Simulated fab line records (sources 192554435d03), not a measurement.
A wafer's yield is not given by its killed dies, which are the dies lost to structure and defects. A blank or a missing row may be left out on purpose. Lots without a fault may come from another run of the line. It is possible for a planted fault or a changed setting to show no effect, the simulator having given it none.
What tool caused it? -- flow n5-finfet -- Sampling: 11 lots, 33 wafers, 2 of 1938 route steps

WHAT THE GAUGES READ, wafer by wafer
N5_BEOL_M11_OVL_MEAS_29.
lot,measured,on,V10_OVL (nm)
L076,day 10 18:40,overlay-02,-0.5 -0.8 -0.5
L075,day 11 13:07,overlay-01,-1.4 -1.0 0.0
L078,day 11 20:01,overlay-02,-1.0 -1.0 -0.8
L082,day 12 16:34,overlay-01,-1.5 -1.1 -0.7
L085,day 12 21:41,overlay-02,0.7 -1.0 -0.7
L084,day 13 22:14,overlay-02,-1.1 -1.2 0.6
L086,day 14 12:30,overlay-02,0.2 1.2 0.3
L089,day 14 15:45,overlay-01,0.1 -0.4 0.4
L092,day 15 18:14,overlay-01,0.8 -0.2 -0.6
L095,day 16 03:31,overlay-01,-0.4 -0.4 -0.6
L097,day 17 04:34,overlay-01,-0.6 -1.2 -0.5

EACH LOT AND THE TOOL THAT RAN IT (in order: tool; ch and the chambers of the sampled wafers; start)
lot,N5_BEOL_M11_STRIP_19
L076,"rie-diel-05 ch 1,3, day 10 14:43"
L075,"rie-diel-01 ch 0,2,3, day 11 11:58"
L078,"rie-diel-06 ch 0,2,3, day 11 17:54"
L082,"rie-diel-06 ch 1,2,3, day 12 12:20"
L085,"rie-diel-01 ch 0,1,2, day 12 19:54"
L084,"rie-diel-05 ch 0,1,2, day 13 20:32"
L086,"rie-diel-05 ch 0,1, day 14 09:58"
L089,"rie-diel-05 ch 1,2,3, day 14 14:03"
L092,"rie-diel-05 ch 0,2,3, day 15 16:10"
L095,"rie-diel-01 ch 0,1,2, day 16 03:07"
L097,"rie-diel-06 ch 0,2,3, day 17 03:22"
- N5_BEOL_M11_STRIP_19: strips in O2.

THE ANSWER, worked out from the rows above alone
Rule: the lots themselves supply what counts as usual. Put in order of their means at a reading, lots are off if they are a third of the lots or fewer, leave a main group of 4 or more, and stand apart from it by a gap of 3 or more times the standard deviation of the main group's means; of several such gaps the widest counts. A main group is skipped when, at the precision printed for the reading in the tables above, its means are all equal. Also off: a lot with no number at a reading for which 4 or more lots have one. The other lots that the step has rows for count as sound.
No lot is off at any reading shown: from this, nothing can be told.

WHAT THE SIMULATOR HAD PUT IN
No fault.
